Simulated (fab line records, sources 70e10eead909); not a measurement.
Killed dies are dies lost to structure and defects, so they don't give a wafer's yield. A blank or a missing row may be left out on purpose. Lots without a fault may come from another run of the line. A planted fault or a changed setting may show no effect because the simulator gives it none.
fab line records | flow nand_harc
record lots=6 wafers=18 last_day=25
route steps=1159 shown A_ONON_D1@432
lots that met no fault: from a run of the same line without faults
start_h: hours from the record's first day to the start of the lot's first wafer shown | wait_h: hours since the lot's step before | " the same as in the row above | L1.1+2: a row that stands for several wafers | - no value, or no start given | * or withheld: withheld | < > ~ a bound
route shown NAME@n: a module of which the file shows steps, and the number in the route of the first | usual: mean/standard deviation of fault-free wafers | same: alike in all rows | chamber/n: place in a boat | sites: the reading at each site | _std_site: their standard deviation | _edge_site: outer sites' mean less inner sites' | radius_mm: how far each site lies from the wafer's centre | mask NAME#n: copy n | behind: the tool/chamber that last shaped the wafer | hold: why the lot was held/for how many hours/how that ended | device: the transistor (n, p or np) that didn't switch | end of line: the same wafers' tests at the end of the route | a step without rows: its recipe alone | killed: dies lost to structure and defects at the first sort, not the wafer's yield | map: a wafer's dies, x killed, . not, _ none there
set.NAME: the setting as run; set.NAME@STEP: as run at that earlier step | model.NAME: the simulator's own value behind a step, which no gauge read
lots at some steps of the route; a table a step, a row a wafer
services: from which hour (start_h, from the record's first day; less than 0 if before it) a tool's chamber was out of use, for how many hours, and why
## steps
# step NHARC_A_ONON_D1_DEP_12
# recipe target_thk_a=10000 n2_flow_sccm=2750 n2o_flow_sccm=2000 nh3_flow_sccm=500 sih4_flow_sccm=210 temp_c=400
# step NHARC_A_ONON_D1_THK_MEAS_14
# recipe thk_meas_gauge=ellipsometry
# usual thk_nm=998/9.6
# columns lot.wafer tool chamber start_h wait_h thk_nm
L540.1 film_metro-01 - 188.11 - 1013
L540.2 " - " " 1011
L540.6 " - " " 1012
L546.2 film_metro-02 - 229.58 - 1001
L546.4 " - " " 1003
L546.5 " - " " 1000
L548.1 film_metro-02 - 239.98 - 981
L548.2 " - " " 980
L548.3 " - " " 981
L555.4 film_metro-02 - 272.79 - 1007
L555.5 " - " " 1004
L555.6 " - " " 1005
L556.1 film_metro-01 - 282.67 - 999
L556.2 " - " " 1000
L556.6 " - " " 999
L558.1 film_metro-02 - 304.33 - 998
L558.2 " - " " 998
L558.4 " - " " 1000
# step NHARC_A_ONON_D1_ANNEAL_15
# recipe temp_c=750 time_s=3600
# step NHARC_A_ONON_D1_DEP_16
# recipe target_thk_a=10000 n2_flow_sccm=2750 n2o_flow_sccm=2000 nh3_flow_sccm=500 sih4_flow_sccm=210 temp_c=400
# step NHARC_A_ONON_D1_THK_MEAS_18
# recipe thk_meas_gauge=ellipsometry
# usual thk_nm=996/10
# columns lot.wafer tool chamber start_h wait_h thk_nm
L540.1 film_metro-02 - 193.51 - 980
L540.2 " - " " 979
L540.6 " - " " 978
L546.2 film_metro-01 - 237.93 - 1010
L546.4 " - " " 1009
L546.5 " - " " 1009
L548.1 film_metro-01 - 247.68 - 1002
L548.2 " - " " 1002
L548.3 " - " " 1003
L555.4 film_metro-01 - 279.98 - 1016
L555.5 " - " " 1013
L555.6 " - " " 1016
L556.1 film_metro-02 - 289.77 - 995
L556.2 " - " " 994
L556.6 " - " " 994
L558.1 film_metro-02 - 313.84 - 996
L558.2 " - " " 996
L558.4 " - " " 998
# step NHARC_A_ONON_D1_DEP_19
# recipe target_thk_a=10000 n2_flow_sccm=2750 n2o_flow_sccm=2000 nh3_flow_sccm=500 sih4_flow_sccm=210 temp_c=400
# step NHARC_A_ONON_D1_THK_MEAS_21
# recipe thk_meas_gauge=ellipsometry
# usual thk_nm=998/12
# columns lot.wafer tool chamber start_h wait_h thk_nm
L540.1 film_metro-01 - 194.08 - 985
L540.2 " - " " 982
L540.6 " - " " 983
L546.2 film_metro-02 - 238.48 - 1010
L546.4 " - " " 1012
L546.5 " - " " 1012
L548.1 film_metro-02 - 248.24 - 987
L548.2 " - " " 986
L548.3 " - " " 985
L555.4 film_metro-02 - 280.55 - 1011
L555.5 " - " " 1012
L555.6 " - " " 1014
L556.1 film_metro-01 - 290.36 - 996
L556.2 " - " " 995
L556.6 " - " " 996
L558.1 film_metro-02 - 314.40 - 1009
L558.2 " - " " 1009
L558.4 " - " " 1011
# step NHARC_A_ONON_D1_DEP_22
# recipe target_thk_a=10000 n2_flow_sccm=2750 n2o_flow_sccm=2000 nh3_flow_sccm=500 sih4_flow_sccm=210 temp_c=400
# step NHARC_A_ONON_D1_THK_MEAS_24
# recipe thk_meas_gauge=ellipsometry
# usual thk_nm=999/10
# columns lot.wafer tool chamber start_h wait_h thk_nm
L540.1 film_metro-01 - 194.67 - 1013
L540.2 " - " " 1013
L540.6 " - " " 1014
L546.2 film_metro-01 - 239.05 - 985
L546.4 " - " " 985
L546.5 " - " " 984
L548.1 film_metro-02 - 248.82 - 1006
L548.2 " - " " 1006
L548.3 " - " " 1008
L555.4 film_metro-01 - 281.12 - 993
L555.5 " - " " 994
L555.6 " - " " 992
L556.1 film_metro-01 - 290.93 - 987
L556.2 " - " " 986
L556.6 " - " " 987
L558.1 film_metro-02 - 314.97 - 1016
L558.2 " - " " 1014
L558.4 " - " " 1014
# step NHARC_A_ONON_D1_DEP_25
# recipe target_thk_a=10000 n2_flow_sccm=2750 n2o_flow_sccm=2000 nh3_flow_sccm=500 sih4_flow_sccm=210 temp_c=400
# step NHARC_A_ONON_D1_THK_MEAS_27
# recipe thk_meas_gauge=ellipsometry
# usual thk_nm=998/12
# columns lot.wafer tool chamber start_h wait_h thk_nm
L540.1 film_metro-02 - 195.23 - 1006
L540.2 " - " " 1008
L540.6 " - " " 1007
L546.2 film_metro-01 - 239.62 - 988
L546.4 " - " " 989
L546.5 " - " " 987
L548.1 film_metro-01 - 249.39 - 990
L548.2 " - " " 987
L548.3 " - " " 988
L555.4 film_metro-02 - 281.73 - 1009
L555.5 " - " " 1008
L555.6 " - " " 1010
L556.1 film_metro-02 - 291.50 - 995
L556.2 " - " " 994
L556.6 " - " " 996
L558.1 film_metro-02 - 315.53 - 1021
L558.2 " - " " 1019
L558.4 " - " " 1020
# step NHARC_A_ONON_D1_DEP_28
# recipe target_thk_a=10000 n2_flow_sccm=2750 n2o_flow_sccm=2000 nh3_flow_sccm=500 sih4_flow_sccm=210 temp_c=400
# usual sih4_flow_sccm=210.1/0.55
# columns lot.wafer tool chamber start_h wait_h sih4_flow_sccm
L540.1 pecvd_onon-02 0 195.29 0.1 210.9
L540.2 " 0 " " 209.6
L540.6 " 0 " " 210.4
L546.2 pecvd_onon-02 0 239.73 0.1 210.4
L546.4 " 0 " " 209.6
L546.5 " 0 " " 211.0
L548.1 pecvd_onon-02 0 249.45 0.1 209.7
L548.2 " 0 " " 210.9
L548.3 " 0 " " 210.1
L555.4 pecvd_onon-01 0 281.98 0.2 210.6
L555.5 " 0 " " 209.5
L555.6 " 0 " " 209.2
L556.1 pecvd_onon-03 0 291.55 0.1 210.1
L556.2 " 0 " " 210.4
L556.6 " 0 " " 210.3
L558.1 pecvd_onon-03 0 315.59 0.1 210.5
L558.2 " 0 " " 209.5
L558.4 " 0 " " 209.8
# step NHARC_A_ONON_D1_THK_MEAS_30
# recipe thk_meas_gauge=ellipsometry
# usual thk_nm=1002/10
# columns lot.wafer tool chamber start_h wait_h hold thk_nm
L540.1 film_metro-02 - 195.80 - - 1021
L540.2 " - " " - 1021
L540.6 " - " " - 1022
L546.2 film_metro-02 - 240.19 - await_dispo/0.2h/release 603
L546.4 " - " " await_dispo/0.2h/release 604
L546.5 " - " " await_dispo/0.2h/release 602
L546.2 film_metro-02 - 240.36 0.2 - 603
L546.4 " - " " - 603
L546.5 " - " " - 602
L548.1 film_metro-02 - 249.96 - await_dispo/0.2h/release 601
L548.2 " - " " await_dispo/0.2h/release 598
L548.3 " - " " await_dispo/0.2h/release 599
L548.1 film_metro-02 - 250.14 0.2 - 598
L548.2 " - " " - 599
L548.3 " - " " - 599
L555.4 film_metro-01 - 282.32 - - 1013
L555.5 " - " " - 1013
L555.6 " - " " - 1011
L556.1 film_metro-02 - 292.07 - - 999
L556.2 " - " " - 999
L556.6 " - " " - 1000
L558.1 film_metro-02 - 316.10 - - 1004
L558.2 " - " " - 1005
L558.4 " - " " - 1003
# step NHARC_A_ONON_D1_DEP_33
# recipe target_thk_a=2000 temp_c=400 pressure_torr=6.5 rf_w=900 teos_flow_sccm=161.4 flow_sccm=2650 target_thk_nm=200 gas=O2 material=SiO2
# usual heater_power_w=582/110 rf_fwd_power_W=898.2/2.6 throttle_valve_pct=15.9/0.42
# columns lot.wafer tool chamber start_h wait_h hold heater_power_w rf_fwd_power_W throttle_valve_pct
L540.1 pecvd-02 0 195.98 0.2 - 495 897.5 16.1
L540.2 " 1 " " - 542 896.0 16.6
L540.6 " 2 " " - 493 901.4 16.3
L546.2 pecvd-04 0 246.89 6.5 await_dispo/6.4h/release 644 898.7 16.0
L546.5 " 2 " " await_dispo/6.4h/release 635 896.8 15.4
L546.4 " 1 " " await_dispo/6.4h/release 507 899.7 16.0
L548.3 pecvd-04 2 258.72 8.6 await_dispo/8.1h/release 632 897.9 15.8
L548.1 " 0 " " await_dispo/8.1h/release 781 895.8 15.9
L548.2 " 1 " " await_dispo/8.1h/release 651 896.3 15.8
L555.6 pecvd-01 0 282.59 0.3 - 378 890.6 15.1
L555.5 " 1 " " - 662 895.7 16.2
L555.4 " 2 " " - 625 900.6 15.4
L556.2 pecvd-04 1 292.31 0.2 - 593 899.3 15.7
L556.1 " 2 " " - 638 901.2 15.5
L556.6 " 0 " " - 756 896.5 16.1
L558.1 pecvd-01 2 316.20 0.1 - 720 899.0 15.5
L558.2 " 0 " " - 393 894.0 15.3
L558.4 " 1 " " - 605 895.9 16.3
## services
# columns tool chamber start_h hours kind
pecvd-04 - 195.00 13.0 pm
pecvd-04 0 195.00 13.0 vent_cycle
pecvd-04 1 195.00 13.0 vent_cycle
pecvd-04 2 195.00 13.0 vent_cycle
pecvd_onon-01 - 195.07 13.0 pm
pecvd-04 0 208.00 - clean
pecvd-04 1 208.00 - clean
pecvd-04 2 208.00 - clean
pecvd-02 - 220.80 1.6 repair
pecvd-01 - 237.16 13.0 pm
pecvd-01 0 237.16 13.0 vent_cycle
pecvd-01 1 237.16 13.0 vent_cycle
pecvd-01 2 237.16 13.0 vent_cycle
pecvd-01 0 250.16 - clean
pecvd-01 1 250.16 - clean
pecvd-01 2 250.16 - clean
pecvd-04 0 261.68 21.4 repair
pecvd-04 - 279.70 0.6 repair
pecvd_onon-02 - 292.00 13.0 pm
## key
first_sign step=NHARC_A_ONON_D1_THK_MEAS_30 reading=visit direction=added
effect step=NHARC_A_ONON_D1_THK_MEAS_30 reading=thk_nm direction=down sigmas=40 usual=1002 struck=601
met_at NHARC_A_ONON_D1_DEP_28
struck_wafers L546.2,L546.4,L546.5,L548.1,L548.2,L548.3
later_rows_left_out L546.2,L546.4,L546.5,L548.1,L548.2,L548.3
sort_left_out L546.2,L546.4,L546.5,L548.1,L548.2,L548.3
tester_left_out L546,L548
onset_between 195.29 239.73
fault kind=process_parameter_drift tool=pecvd_onon-02 chamber=0 onset_h=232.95 steps=NHARC_A_ONON_D1_DEP_28 channel=target_thk_a offset=* shape=step end_h=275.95 acts_in=* stated=*
# tester_left_out: of these lots the tester's yield and bins aren't shown, on N5 and GAA mostly nor the transistor test; their killed dies are dies lost to structure and defects alone, not to doping, threshold or leakage, so they don't give the yield
# sort_left_out: the simulated sort isn't trusted on such a fault, so these wafers' sort isn't shown, and their yield isn't known
# later_rows_left_out: the simulator's readings of these wafers behind a module that went badly wrong aren't trusted and aren't shown, but for the sort
